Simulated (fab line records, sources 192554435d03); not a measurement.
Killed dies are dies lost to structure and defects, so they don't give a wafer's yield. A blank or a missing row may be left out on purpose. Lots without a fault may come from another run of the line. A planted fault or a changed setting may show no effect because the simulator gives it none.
Chamber matching | flow n5_finfet | N5_BEOL_M10_DEP_56 on pecvd-04: 3 sister chambers
The step deposits SiCN from 3MS/NH3, target thk 15 nm, time 26.5 s. 3 wafers are shown with their chamber, then 8 later ones without.

WAFERS WITH THEIR CHAMBER
wafer  | chamber | throttle_valve_pct (%)
L081.5 | 1       | 9.3
L085.2 | 2       | 9.8
L088.4 | 0       | 8.9

WAFERS WITHOUT THEIR CHAMBER
wafer  | throttle_valve_pct (%)
L088.5 | 9.2
L088.6 | 10.0
L090.2 | 9.3
L090.3 | 8.9
L090.5 | 8.9
L092.2 | 10.3
L092.4 | 9.2
L092.5 | 10.2

WHICH CHAMBER EACH WENT THROUGH
wafer  | from the rows above     | in truth
L088.5 | can't be placed: 1 or 0 | 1
L088.6 | 2                       | 2
L090.2 | can't be placed: 1 or 0 | 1
L090.3 | can't be placed: 0 or 1 | 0
L090.5 | can't be placed: 0 or 1 | 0
L092.2 | 2                       | 2
L092.4 | can't be placed: 1 or 0 | 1
L092.5 | 2                       | 2
Placed correctly: 3 of 8. Can't be placed from these rows: 5 (the true chamber is among the candidates in 5). Placed wrongly: 0.
How it was worked out, from the rows above alone: a wafer's distance from a chamber is the root of the sum, over the readings, of the square of ((its reading less the chamber's mean) divided by the reading's scatter). The wafer belongs to the nearest chamber; if the next one is less than 2 further off, it can't be placed. A chamber's mean is the mean of its shown wafers. The scatter: with one shown wafer a chamber, the root of the mean of the squares of how far each hidden wafer lies from its nearest shown one.
